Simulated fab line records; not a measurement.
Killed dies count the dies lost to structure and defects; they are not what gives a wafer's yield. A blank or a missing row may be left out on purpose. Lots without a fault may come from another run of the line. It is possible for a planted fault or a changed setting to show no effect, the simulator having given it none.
Matching of chambers | flow n5Finfet | 3 sister chambers for N5_BEOL_M2_PRE_CLEAN_60 on cvdCo-02
The step time 15 s. 14 wafers are shown with their chamber, then 7 later ones without.

== WAFERS WITH THEIR CHAMBER ==
wafer  | chamber | heaterPowerW (W)
L242.1 | 2       | 105
L242.4 | 1       | 30
L242.6 | 2       | 103
L249.1 | 1       | 30
L249.3 | 2       | 102
L249.4 | 1       | 30
L248.1 | 1       | 30
L248.2 | 2       | 102
L248.6 | 2       | 103
L256.1 | 0       | 82
L256.3 | 1       | 30
L256.6 | 2       | 103
L259.2 | 2       | 102
L259.3 | 0       | 83

SIGNATURES, as means of the wafers listed above
reading      | chamber 0 | chamber 1 | chamber 2 | scatter within a chamber
heaterPowerW | 82.50     | 30.00     | 102.86    | 0.818
Rule: for a wafer and a chamber, the distance is found by dividing, reading by reading, the gap between the wafer's reading and the chamber's mean by the reading's scatter, squaring, summing and taking the root. If the next closest chamber is less than 2 further off than the closest, the wafer can't be placed; otherwise it belongs to the closest. The scatter: the root of (the sum of the squares of (reading less its chamber's mean) over the shown wafers, divided by (wafers less chambers)).

== WAFERS WITHOUT THEIR CHAMBER ==
wafer  | heaterPowerW (W)
L259.5 | 82
L262.1 | 30
L262.2 | 83
L262.3 | 104
L264.1 | 101
L264.3 | 30
L264.4 | 105

== EACH ONE'S CHAMBER ==
wafer  | from the rows above | in truth
L259.5 | 0                   | 0
L262.1 | 1                   | 1
L262.2 | 0                   | 0
L262.3 | 2                   | 2
L264.1 | 2                   | 2
L264.3 | 1                   | 1
L264.4 | 2                   | 2
Correctly placed: 7 of 7. Not placeable from these rows: 0. Number placed wrongly: 0.
